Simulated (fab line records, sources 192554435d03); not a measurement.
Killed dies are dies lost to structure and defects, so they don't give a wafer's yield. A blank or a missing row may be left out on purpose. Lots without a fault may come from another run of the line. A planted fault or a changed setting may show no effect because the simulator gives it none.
fab line records | flow n5_finfet
record lots=7 wafers=21
route steps=1938 shown MOL_CONTACT_COAG@565 BEOL_M0_SAQP@647 BEOL_M0_CUTY@701 BEOL_M1@758
start_h: hours from the record's first day to the start of the lot's first wafer shown | wait_h: hours since the lot's step before | " the same as in the row above | L1.1+2: a row that stands for several wafers | - no value, or no start given | * or withheld: withheld | < > ~ a bound
route shown NAME@n: a module of which the file shows steps, and the number in the route of the first | usual: mean/standard deviation of fault-free wafers | same: alike in all rows | chamber/n: place in a boat | sites: the reading at each site | _std_site: their standard deviation | _edge_site: outer sites' mean less inner sites' | radius_mm: how far each site lies from the wafer's centre | mask NAME#n: copy n | behind: the tool/chamber that last shaped the wafer | hold: why the lot was held/for how many hours/how that ended | device: the transistor (n, p or np) that didn't switch | end of line: the same wafers' tests at the end of the route | a step without rows: its recipe alone | killed: dies lost to structure and defects at the first sort, not the wafer's yield | map: a wafer's dies, x killed, . not, _ none there
set.NAME: the setting as run; set.NAME@STEP: as run at that earlier step | model.NAME: the simulator's own value behind a step, which no gauge read
lots whose settings were changed on purpose; a table a step, a row a wafer
## steps
# step N5_MOL_CONTACT_COAG_COAT_76
# recipe resist=SiARC temp_c=220 time_s=60 spin_rpm=1500 resist_thk_nm=10
# columns lot.wafer tool chamber start_h wait_h set.spin_rpm model.SiARC_of_MOL_CONTACT_COAG_COAT_76.thk_nm
L080.1+4+6 litho_track-02 0 - - 1500 10
L081.3+5 litho_track-02 0 - - 1346 10.6
L081.4 " 0 " " 1500 10
L085.3 litho_track-02 0 - - 1500 10
L085.4 " 0 " " 1618 9.6
L085.5 " 0 " " 1618 9.8
L089.2+4+5 litho_track-03 0 - - 1500 10
L092.1+6 litho_track-02 0 - - 1667 9.4
L092.4 " 0 " " 1500 10
L094.3+4+5 litho_track-03 0 - - 1500 10
L095.3 litho_track-02 0 - - 1500 10
L095.4+5 " 0 " " 1638 9.6
# step N5_MOL_CONTACT_COAG_COAT_77
# recipe resist=underlayer temp_c=205 time_s=60 spin_rpm=1500 resist_thk_nm=10
# step N5_MOL_CONTACT_COAG_COAT_78
# recipe resist=CAR-EUV spin_rpm=1500 resist_thk_nm=40
# step N5_MOL_CONTACT_COAG_DESCUM_88
# recipe chemistry=O2 time_s=7 source_power_w=50 bias_power_w=20 pressure_mtorr=20 rf_frequency_hz=2.712e+07 temp_c=40 resist=CAR-EUV o2_flow_sccm=225
# step N5_MOL_CONTACT_COAG_ETCH_89
# recipe chemistry=N2/H2 target=underlayer target_depth_a=130 mask_material=CAR-EUV time_s=10.4 ion_energy_ev=200 pressure_mtorr=30 source_w=840 bias_w=150 n2_flow_sccm=200 h2_flow_sccm=200 ends=cleared
# step N5_MOL_CONTACT_COAG_ETCH_90
# recipe chemistry=CF4 target=SiARC target_depth_a=130 mask_material=CAR-EUV time_s=21.7 ion_energy_ev=80 pressure_mtorr=40 source_w=545 bias_w=36 Ar_flow_sccm=100 cf4_flow_sccm=100 ends=cleared
# columns lot.wafer tool chamber start_h wait_h set.spin_rpm@MOL_CONTACT_COAG_COAT_76 model.etch.depth_nm
L080.1+4+6 rie_diel-05 1,0,3 132.05 0.0 1500 10.01
L081.3+5 rie_diel-03 0,3 140.95 0.0 1346 10.57
L081.4 " 2 " " 1500 10
L085.3 rie_diel-04 3 165.17 0.0 1500 10.05
L085.4 " 0 " " 1618 9.689
L085.5 " 2 " " 1618 9.701
L089.2 rie_diel-03 3 190.36 0.0 1500 10.06
L089.4 " 2 " " 1500 10.04
L089.5 " 0 " " 1500 10.05
L092.1 rie_diel-05 2 207.52 0.0 1667 9.481
L092.4 " 3 " " 1500 9.979
L092.6 " 2 " " 1667 9.475
L094.3+5 rie_diel-05 0,1 219.22 0.0 1500 10.01
L094.4 " 3 " " 1500 10.02
L095.3 rie_diel-04 0 228.80 0.0 1500 9.975
L095.4 " 3 " " 1638 9.559
L095.5 " 3 " " 1638 9.54
# step N5_MOL_CONTACT_COAG_ALD_131
# recipe material=SiO2 target_thk_a=50 temp_c=100 ald_precursor_family=BDEAS ald_co_reactant=O2-plasma pulse_time_s=1 co_reactant_pulse_time_s=1 purge_time_s=2 co_reactant_purge_time_s=2 ald_cycles=35 pressure_torr=2
# step N5_MOL_CONTACT_COAG_ETCHBACK_132
# recipe chemistry=CHF3 target=SiO2 target_depth_a=100 time_s=6.7 ion_energy_ev=200 pressure_mtorr=30 source_w=610 bias_w=170 Ar_flow_sccm=200 CHF3_flow_sccm=50
# columns lot.wafer tool chamber start_h wait_h set.spin_rpm@MOL_CONTACT_COAG_COAT_76 model.CAR-EUV_of_MOL_CONTACT_COAG_COAT_78.thk_nm
L080.1+6 rie_diel-05 0 132.31 0.1 1500 15.6
L080.4 " 2 " " 1500 15.8
L081.3+5 rie_diel-04 2,3 141.38 0.1 1346 15
L081.4 " 3 " " 1500 15.6
L085.3 rie_diel-04 2 165.43 0.1 1500 15.8
L085.4 " 0 " " 1618 16
L085.5 " 2 " " 1618 15.8
L089.2+4+5 rie_diel-04 3,2,0 192.30 0.1 1500 15.4
L092.1+6 rie_diel-05 1,0 207.86 0.2 1667 16
L092.4 " 3 " " 1500 15.6
L094.3+4+5 rie_diel-05 1,2,2 219.48 0.1 1500 15.4
L095.3 rie_diel-03 2 229.36 0.1 1500 15.6
L095.4 " 3 " " 1638 16
L095.5 " 1 " " 1638 16.2
# step N5_MOL_CONTACT_COAG_ETCH_91
# recipe chemistry=N2/H2 target=SOC target_depth_a=600 overetch_a=210 mask_material=SiARC temp_c=40 time_s=101.2 ion_energy_ev=200 pressure_mtorr=30 source_w=840 bias_w=150 n2_flow_sccm=200 h2_flow_sccm=200
# columns lot.wafer tool chamber start_h wait_h set.spin_rpm@MOL_CONTACT_COAG_COAT_76 model.SiARC_of_MOL_CONTACT_COAG_COAT_76.thk_nm
L080.1+4+6 rie_diel-05 0,2,0 132.35 0.0 1500 5.8
L081.3 rie_diel-04 2 141.41 0.0 1346 6.4
L081.4 " 3 " " 1500 5.8
L081.5 " 3 " " 1346 6.2
L085.3 rie_diel-04 2 165.46 0.0 1500 5.8
L085.4 " 0 " " 1618 5.4
L085.5 " 2 " " 1618 5.6
L089.2+4+5 rie_diel-04 3,2,0 192.34 0.0 1500 5.8
L092.1+6 rie_diel-05 1,0 207.89 0.0 1667 5.2
L092.4 " 3 " " 1500 5.8
L094.3+4+5 rie_diel-05 3,0,1 219.51 0.0 1500 5.8
L095.3 rie_diel-03 2 229.40 0.0 1500 5.8
L095.4 " 3 " " 1638 5.6
L095.5 " 1 " " 1638 5.4
# step N5_MOL_CONTACT_COAG_VIA_ETCH_117
# recipe chemistry=C4F6/O2 target_depth_a=400 overetch_a=80 mask_material=SOC target=SiO2 bias_w=455 pressure_mtorr=10 time_s=26 source_w=325 Ar_flow_sccm=300 C4F6_flow_sccm=10 O2_flow_sccm=10 ion_energy_ev=575.3 ends=end_point
# usual rf_vpp_V=1590/19
# columns lot.wafer tool chamber start_h wait_h set.bias_w rf_vpp_V
L080.1 rie_diel-04 3 133.73 0.0 455 1583
L080.4 " 0 " " 455 1608
L080.6 " 2 " " 455 1591
L081.3 rie_diel-05 2 142.84 0.0 399.6 1468
L081.4 " 0 " " 399.6 1434
L081.5 " 2 " " 399.6 1470
L085.3 rie_diel-05 0 166.95 0.0 525 1758
L085.4 " 2 " " 525 1800
L085.5 " 2 " " 455 1620
L089.2 rie_diel-04 2 193.71 0.0 455 1592
L089.4 " 0 " " 510.1 1749
L089.5 " 3 " " 510.1 1723
L092.1 rie_diel-04 0 209.39 0.0 455 1608
L092.4 " 3 " " 455 1583
L092.6 " 0 " " 455 1606
L094.3 rie_diel-03 1 220.88 0.0 455 1562
L094.4 " 3 " " 455 1583
L094.5 " 1 " " 455 1563
L095.3 rie_diel-04 1 231.24 0.0 427 1504
L095.4 " 3 " " 427 1508
L095.5 " 3 " " 455 1583
# step N5_BEOL_M0_SAQP_PEB_12
# recipe peb_temp_c=withheld peb_time_s=60 resist=CAR-ArF
# columns lot.wafer tool chamber start_h wait_h set.peb_time_s
L080.1+6 litho_track-03 0 139.38 0.1 60
L080.4 " 0 " " 52.95
L081.3+4 litho_track-01 0 149.02 0.0 60
L081.5 " 0 " " 51.66
L085.3+4+5 litho_track-03 0 174.64 0.0 60
L089.2+5 litho_track-05 0 200.12 0.0 69.49
L089.4 " 0 " " 60
L092.1+4+6 litho_track-03 0 215.97 0.1 60
L094.3+4+5 litho_track-01 0 226.93 0.0 60
L095.3+4 litho_track-05 0 236.90 0.0 73.17
L095.5 " 0 " " 60
# step N5_BEOL_M0_SAQP_DEVELOP_13
# recipe develop_time_s=30 developer=TMAH resist=CAR-ArF dev_temp_c=23 rinse_liquid=diw dry=air_spin
# step N5_BEOL_M0_SAQP_CD_MEAS_14
# recipe target_cd_nm=42.5 landing_energy_ev=500 detector=se_inlens
# usual cd_nm=42.5/0.31
# columns lot.wafer tool chamber start_h wait_h set.peb_time_s@BEOL_M0_SAQP_PEB_12 cd_nm
L080.1 cd_sem-02 0 139.45 - 60 42.6
L080.4 " 0 " " 52.95 45.0
L080.6 " 0 " " 60 42.9
L081.3 cd_sem-01 0 149.09 - 60 43.1
L081.4 " 0 " " 60 42.8
L081.5 " 0 " " 51.66 44.6
L085.3 cd_sem-01 0 174.70 - 60 42.6
L085.4 " 0 " " 60 42.3
L085.5 " 0 " " 60 42.9
L089.2 cd_sem-01 0 200.19 - 69.49 40.3
L089.4 " 0 " " 60 42.9
L089.5 " 0 " " 69.49 40.3
L092.1 cd_sem-01 0 216.04 - 60 42.1
L092.4 " 0 " " 60 42.3
L092.6 " 0 " " 60 42.0
L094.3 cd_sem-01 0 227.00 - 60 42.0
L094.4 " 0 " " 60 41.9
L094.5 " 0 " " 60 41.9
L095.3 cd_sem-01 0 236.97 - 73.17 39.3
L095.4 " 0 " " 73.17 39.2
L095.5 " 0 " " 60 42.5
# step N5_BEOL_M0_SAQP_ETCH_84
# recipe chemistry=N2/H2 target=SOC target_depth_a=1000 overetch_a=200 mask_material=SiARC temp_c=40 time_s=150 ion_energy_ev=200 pressure_mtorr=30 source_w=840 bias_w=150 n2_flow_sccm=200 h2_flow_sccm=200
# columns lot.wafer tool chamber start_h wait_h set.time_s model.SiARC_of_BEOL_M0_SAQP_COAT_82.thk_nm
L080.1+6 rie_diel-02 2,0 139.65 0.0 150 24.4
L080.4 " 2 " " 128.1 25.2
L081.3+4 rie_diel-02 3,2 149.58 0.0 150 24.4
L081.5 " 0 " " 119.2 25.6
L085.3+5 rie_diel-01 3,1 174.96 0.0 165.6 23.8
L085.4 " 1 " " 150 24.4
L089.2+5 rie_diel-02 1,2 200.36 0.0 150 24.4
L089.4 " 2 " " 129.6 25.2
L092.1+4+6 rie_diel-01 2,1,2 216.22 0.0 127.5 25.2
L094.3+5 rie_diel-06 1 228.45 0.0 150 24.2
L094.4 " 0 " " 150 24
L095.3+5 rie_diel-02 1 237.14 0.0 150 24.2
L095.4 " 0 " " 150 24.4
# step N5_BEOL_M0_CUTY_COAT_50
# recipe resist=SiARC temp_c=220 time_s=60 spin_rpm=1500 resist_thk_nm=15
# columns lot.wafer tool chamber start_h wait_h set.spin_rpm model.SiARC_of_BEOL_M0_CUTY_COAT_50.thk_nm
L080.1+4 litho_track-04 0 145.24 0.0 1500 15.2
L080.6 " 0 " " 1611 14.6
L081.3 litho_track-02 0 157.18 0.0 1500 15.2
L081.4 " 0 " " 1353 15.8
L081.5 " 0 " " 1500 15
L085.3 litho_track-02 0 180.68 0.0 1434 15.4
L085.4+5 " 0 " " 1500 15
L089.2+4+5 litho_track-04 0 205.21 0.0 1373 15.6
L092.1+4 litho_track-01 0 222.12 0.0 1500 15
L092.6 " 0 " " 1660 14.4
L094.3+4+5 litho_track-04 0 234.47 0.0 1500 15
L095.3+5 litho_track-01 0 243.21 0.0 1500 15
L095.4 " 0 " " 1629 14.4
# step N5_BEOL_M0_CUTY_ETCH_63
# recipe chemistry=N2/H2 target=SOC target_depth_a=827 overetch_a=165 mask_material=SiARC temp_c=40 ion_energy_ev=200 time_s=124 pressure_mtorr=30 source_w=840 bias_w=150 n2_flow_sccm=200 h2_flow_sccm=200
# columns lot.wafer tool chamber start_h wait_h set.time_s model.SiO2_of_BEOL_M0_SAQP_SPACER2_ALD_26.thk_nm
L080.1 rie_diel-05 3 145.76 0.0 151.2 6.2
L080.4 " 2 " " 124 7
L080.6 " 1 " " 124 7.2
L081.3 rie_diel-04 2 157.75 0.0 96.35 7.8
L081.4+5 " 3,2 " " 124 7.2
L085.3 rie_diel-04 2 181.20 0.0 102.6 7.6
L085.4+5 " 3,2 " " 124 7
L089.2+4+5 rie_diel-03 1,2,1 205.73 0.0 124 7
L092.1 rie_diel-05 2 222.81 0.0 133.8 6.8
L092.4 " 2 " " 124 7.2
L092.6 " 3 " " 124 7
L094.3+5 rie_diel-05 3,0 235.03 0.0 124 7
L094.4 " 1 " " 124 7.2
L095.3+4 rie_diel-03 2,1 243.73 0.0 124 7
L095.5 " 3 " " 124 7.2
# step N5_BEOL_M1_COAT_05
# recipe resist=CAR-EUV spin_rpm=1500 resist_thk_nm=30
# columns lot.wafer tool chamber start_h wait_h set.spin_rpm model.CAR-EUV_of_BEOL_M1_COAT_05.thk_nm
L080.1 litho_track-03 0 - - 1500 29.8
L080.4+6 " 0 " " 1500 30
L081.3 litho_track-05 0 - - 1500 30.2
L081.4 " 0 " " 1388 31.2
L081.5 " 0 " " 1500 30
L085.3+4+5 litho_track-02 0 - - 1500 30
L089.2+4 litho_track-05 0 - - 1500 30
L089.5 " 0 " " 1443 30.6
L092.1+4 litho_track-02 0 - - 1500 30
L092.6 " 0 " " 1658 28.6
L094.3+4+5 litho_track-02 0 - - 1500 30.2
L095.3 litho_track-05 0 - - 1643 28.8
L095.4+5 " 0 " " 1500 30.2
# step N5_BEOL_M1_EXPOSE_08
# recipe mask_id=M1 na=0.33 source_shape=dipole sigma_inner=0.369 sigma_outer=0.767 polarization=unpolarized dose_mj=33
# columns lot.wafer tool chamber start_h wait_h mask set.dose_mj
L080.1+4+6 euv_scanner-01 0 152.23 - M1#0 34.3
L081.3+5 euv_scanner-01 0 167.51 - M1#0 30.98
L081.4 " 0 " " M1#0 33
L085.3+4 euv_scanner-01 0 188.19 - M1#0 34.26
L085.5 " 0 " " M1#0 33
L089.2 euv_scanner-02 0 212.23 - M1#0 33
L089.4+5 " 0 " " M1#0 35.07
L092.1+6 euv_scanner-01 0 228.76 - M1#0 33
L092.4 " 0 " " M1#0 30.99
L094.3+4+5 euv_scanner-02 0 245.41 - M1#0 33
L095.3+5 euv_scanner-01 0 252.17 - M1#0 34.88
L095.4 " 0 " " M1#0 33
# step N5_BEOL_M1_PEB_09
# recipe peb_temp_c=100 peb_time_s=60 resist=CAR-EUV
# step N5_BEOL_M1_DEVELOP_10
# recipe develop_time_s=30 developer=TMAH resist=CAR-EUV rinse_liquid=surfactant_rinse dry=air_spin dev_temp_c=23
# step N5_BEOL_M1_CD_MEAS_11
# recipe target_cd_nm=17.05 landing_energy_ev=500 detector=se_inlens polarity=opening
# usual cd_nm=17.03/0.24
# columns lot.wafer tool chamber start_h wait_h set.dose_mj@BEOL_M1_EXPOSE_08 cd_nm
L080.1 cd_sem-01 0 152.36 - 34.3 17.87
L080.4 " 0 " " 34.3 18.35
L080.6 " 0 " " 34.3 17.94
L081.3 cd_sem-03 0 167.63 - 30.98 15.56
L081.4 " 0 " " 33 16.54
L081.5 " 0 " " 30.98 15.86
L085.3 cd_sem-01 0 188.30 - 34.26 17.51
L085.4 " 0 " " 34.26 17.93
L085.5 " 0 " " 33 17.25
L089.2 cd_sem-02 0 212.36 - 33 17.08
L089.4 " 0 " " 35.07 18.59
L089.5 " 0 " " 35.07 18.14
L092.1 cd_sem-02 0 228.89 - 33 16.90
L092.4 " 0 " " 30.99 15.22
L092.6 " 0 " " 33 17.02
L094.3 cd_sem-03 0 245.53 - 33 17.02
L094.4 " 0 " " 33 16.94
L094.5 " 0 " " 33 16.99
L095.3 cd_sem-01 0 252.29 - 34.88 18.11
L095.4 " 0 " " 33 17.29
L095.5 " 0 " " 34.88 18.41
# step N5_BEOL_M1_DESCUM_16
# recipe chemistry=O2 time_s=7 source_power_w=50 bias_power_w=20 pressure_mtorr=20 rf_frequency_hz=2.712e+07 temp_c=40 resist=CAR-EUV o2_flow_sccm=225
# columns lot.wafer tool chamber start_h wait_h set.spin_rpm@BEOL_M1_COAT_05 model.CAR-EUV_of_BEOL_M1_COAT_05.thk_nm
L080.1 rie_diel-06 3 152.64 0.2 1500 25.8
L080.4+6 " 1,3 " " 1500 26
L081.3+5 rie_diel-01 3 167.82 0.1 1500 26.2
L081.4 " 0 " " 1388 27.4
L085.3+4+5 rie_diel-02 3,2,0 188.43 0.0 1500 26.2
L089.2+4 rie_diel-02 2,1 212.48 0.0 1500 26
L089.5 " 3 " " 1443 26.8
L092.1+4 rie_diel-06 0,2 230.13 1.2 1500 26
L092.6 " 1 " " 1658 24.6
L094.3+4+5 rie_diel-01 2,1,1 245.98 0.4 1500 26.2
L095.3 rie_diel-02 0 252.42 0.0 1643 24.8
L095.4 " 1 " " 1500 26.2
L095.5 " 0 " " 1500 26.4
# step N5_BEOL_M1_ETCH_74
# recipe chemistry=N2/H2 target=underlayer target_depth_a=65 mask_material=CAR-EUV time_s=5.2 ion_energy_ev=200 pressure_mtorr=30 source_w=840 bias_w=150 n2_flow_sccm=200 h2_flow_sccm=200 ends=cleared
# columns lot.wafer tool chamber start_h wait_h set.dose_mj@BEOL_M1_EXPOSE_08 model.BEOL_M1.cd_offset_nm
L080.1+4+6 rie_diel-06 3,1,3 152.68 0.0 34.3 0.8
L081.3 rie_diel-01 3 167.86 0.0 30.98 -1.2
L081.4 " 0 " " 33 0
L081.5 " 3 " " 30.98 -1
L085.3 rie_diel-02 3 188.47 0.0 34.26 0.8
L085.4 " 2 " " 34.26 0.6
L085.5 " 0 " " 33 -0.2
L089.2 rie_diel-02 2 212.51 0.0 33 -0.2
L089.4+5 " 1,3 " " 35.07 1.2
L092.1+6 rie_diel-06 0,1 230.16 0.0 33 0
L092.4 " 2 " " 30.99 -1.4
L094.3+4+5 rie_diel-01 2,1,1 246.01 0.0 33 0
L095.3+5 rie_diel-02 0 252.45 0.0 34.88 1.2
L095.4 " 1 " " 33 0.2
# step N5_BEOL_M1_ETCH_63
# recipe chemistry=CF4 target=SiARC target_depth_a=156 mask_material=CAR-EUV time_s=26 ion_energy_ev=80 pressure_mtorr=40 source_w=545 bias_w=36 Ar_flow_sccm=100 cf4_flow_sccm=100 ends=cleared
# step N5_BEOL_M1_ETCH_64
# recipe chemistry=N2/H2 target=SOC target_depth_a=750 overetch_a=150 mask_material=SiARC temp_c=40 time_s=112.5 ion_energy_ev=200 pressure_mtorr=30 source_w=840 bias_w=150 n2_flow_sccm=200 h2_flow_sccm=200
# step N5_BEOL_M1_HM_OPEN_17
# recipe chemistry=Cl2/BCl3 target_depth_a=200 overetch_a=60 target=TiN mask_material=SOC ion_energy_ev=150 pressure_mtorr=10 icp_w=1000 bias_w=126 Cl2_flow_sccm=53.25 bcl3_flow_sccm=21.75 Ar_flow_sccm=25
# step N5_BEOL_M1_STRIP_19
# recipe chemistry=O2 power_w=400 temp_c=40 pressure_mtorr=30 rf_frequency_hz=6e+07 bias_power_w=0 overash_fraction=0.2 o2_flow_sccm=225
# step N5_BEOL_M1_CD_MEAS_18
# recipe pitch_nm=36 target_cd_nm=18
# usual cd_nm=17.99/0.27
# columns lot.wafer tool chamber start_h wait_h set.dose_mj@BEOL_M1_EXPOSE_08 cd_nm
L080.1 cd_sem-01 - 153.08 0.1 34.3 19.07
L080.4 " - " " 34.3 18.96
L080.6 " - " " 34.3 19.36
L081.3 cd_sem-03 - 168.28 0.1 30.98 16.54
L081.4 " - " " 33 18.01
L081.5 " - " " 30.98 16.91
L085.3 cd_sem-02 - 188.86 0.1 34.26 18.35
L085.4 " - " " 34.26 18.54
L085.5 " - " " 33 17.57
L089.2 cd_sem-01 - 212.91 0.1 33 17.85
L089.4 " - " " 35.07 19.39
L089.5 " - " " 35.07 19.07
L092.1 cd_sem-02 - 230.67 0.0 33 17.62
L092.4 " - " " 30.99 16.77
L092.6 " - " " 33 17.62
L094.3 cd_sem-01 - 246.41 0.1 33 18.03
L094.4 " - " " 33 18.37
L094.5 " - " " 33 18.06
L095.3 cd_sem-02 - 252.97 0.1 34.88 19.32
L095.4 " - " " 33 18.01
L095.5 " - " " 34.88 19.34
# step N5_BEOL_M1_COAT_67
# recipe resist=SOC temp_c=250 time_s=60 spin_rpm=1500 resist_thk_nm=60
# step N5_BEOL_M1_COAT_68
# recipe resist=SiARC temp_c=220 time_s=60 spin_rpm=1500 resist_thk_nm=12
# step N5_BEOL_M1_PRECLEAN_42
# recipe chemistry=residue_remover time_s=60 temp_c=40
# step N5_BEOL_M1_SRD_43
# recipe time_s=30 temp_c=23 rinse_liquid=diw dry=ipa_marangoni
# step N5_BEOL_M1_CD_MEAS_35
# recipe target_cd_nm=18 target_cd_y_nm=21 polarity=opening
# usual cd_nm=17.99/0.3
# columns lot.wafer tool chamber start_h wait_h set.dose_mj@BEOL_M1_EXPOSE_08 cd_nm
L080.1 cd_sem-03 - 160.40 0.0 34.3 19.31
L080.4 " - " " 34.3 18.89
L080.6 " - " " 34.3 18.98
L081.3 cd_sem-02 - 170.96 0.0 30.98 16.44
L081.4 " - " " 33 18.24
L081.5 " - " " 30.98 16.84
L085.3 cd_sem-03 - 196.47 0.0 34.26 18.74
L085.4 " - " " 34.26 18.77
L085.5 " - " " 33 17.33
L089.2 cd_sem-03 - 218.97 0.0 33 17.64
L089.4 " - " " 35.07 19.12
L089.5 " - " " 35.07 18.93
L092.1 cd_sem-01 - 245.67 0.0 33 17.91
L092.4 " - " " 30.99 16.74
L092.6 " - " " 33 17.81
L094.3 cd_sem-02 - 248.73 0.0 33 18.39
L094.4 " - " " 33 17.61
L094.5 " - " " 33 18.29
L095.3 cd_sem-02 - 254.35 0.0 34.88 19.20
L095.4 " - " " 33 18.24
L095.5 " - " " 34.88 19.20
## key
split step=N5_MOL_CONTACT_COAG_COAT_76 setting=spin_rpm stated=1500 by=wafer
response step=N5_MOL_CONTACT_COAG_COAT_76 reading=model.SiARC_of_MOL_CONTACT_COAG_COAT_76.thk_nm change=-0.0502 per=1% r=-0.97
response step=N5_MOL_CONTACT_COAG_ETCH_90 reading=model.etch.depth_nm change=-0.0483 per=1% r=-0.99
response step=N5_MOL_CONTACT_COAG_ETCHBACK_132 reading=model.CAR-EUV_of_MOL_CONTACT_COAG_COAT_78.thk_nm change=+0.0426 per=1% r=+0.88
response step=N5_MOL_CONTACT_COAG_ETCH_91 reading=model.SiARC_of_MOL_CONTACT_COAG_COAT_76.thk_nm change=-0.045 per=1% r=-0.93
split step=N5_MOL_CONTACT_COAG_VIA_ETCH_117 setting=bias_w stated=455 by=wafer
response step=N5_MOL_CONTACT_COAG_VIA_ETCH_117 reading=rf_vpp_V change=+11.1 per=1% r=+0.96
split step=N5_BEOL_M0_SAQP_PEB_12 setting=peb_time_s stated=60 by=wafer
response step=N5_BEOL_M0_SAQP_CD_MEAS_14 reading=cd_nm change=-0.151 per=1% r=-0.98
split step=N5_BEOL_M0_SAQP_ETCH_84 setting=time_s stated=150 by=wafer
response step=N5_BEOL_M0_SAQP_ETCH_84 reading=model.SiARC_of_BEOL_M0_SAQP_COAT_82.thk_nm change=-0.0576 per=1% r=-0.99
split step=N5_BEOL_M0_CUTY_COAT_50 setting=spin_rpm stated=1500 by=wafer
response step=N5_BEOL_M0_CUTY_COAT_50 reading=model.SiARC_of_BEOL_M0_CUTY_COAT_50.thk_nm change=-0.0688 per=1% r=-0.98
split step=N5_BEOL_M0_CUTY_ETCH_63 setting=time_s stated=124 by=wafer
response step=N5_BEOL_M0_CUTY_ETCH_63 reading=model.SiO2_of_BEOL_M0_SAQP_SPACER2_ALD_26.thk_nm change=-0.0342 per=1% r=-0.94
split step=N5_BEOL_M1_COAT_05 setting=spin_rpm stated=1500 by=wafer
response step=N5_BEOL_M1_COAT_05 reading=model.CAR-EUV_of_BEOL_M1_COAT_05.thk_nm change=-0.142 per=1% r=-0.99
response step=N5_BEOL_M1_DESCUM_16 reading=model.CAR-EUV_of_BEOL_M1_COAT_05.thk_nm change=-0.151 per=1% r=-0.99
split step=N5_BEOL_M1_EXPOSE_08 setting=dose_mj stated=33 by=wafer
response step=N5_BEOL_M1_CD_MEAS_11 reading=cd_nm change=+0.193 per=1% r=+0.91
response step=N5_BEOL_M1_ETCH_74 reading=model.BEOL_M1.cd_offset_nm change=+0.206 per=1% r=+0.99
response step=N5_BEOL_M1_CD_MEAS_18 reading=cd_nm change=+0.203 per=1% r=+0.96
response step=N5_BEOL_M1_CD_MEAS_35 reading=cd_nm change=+0.225 per=1% r=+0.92
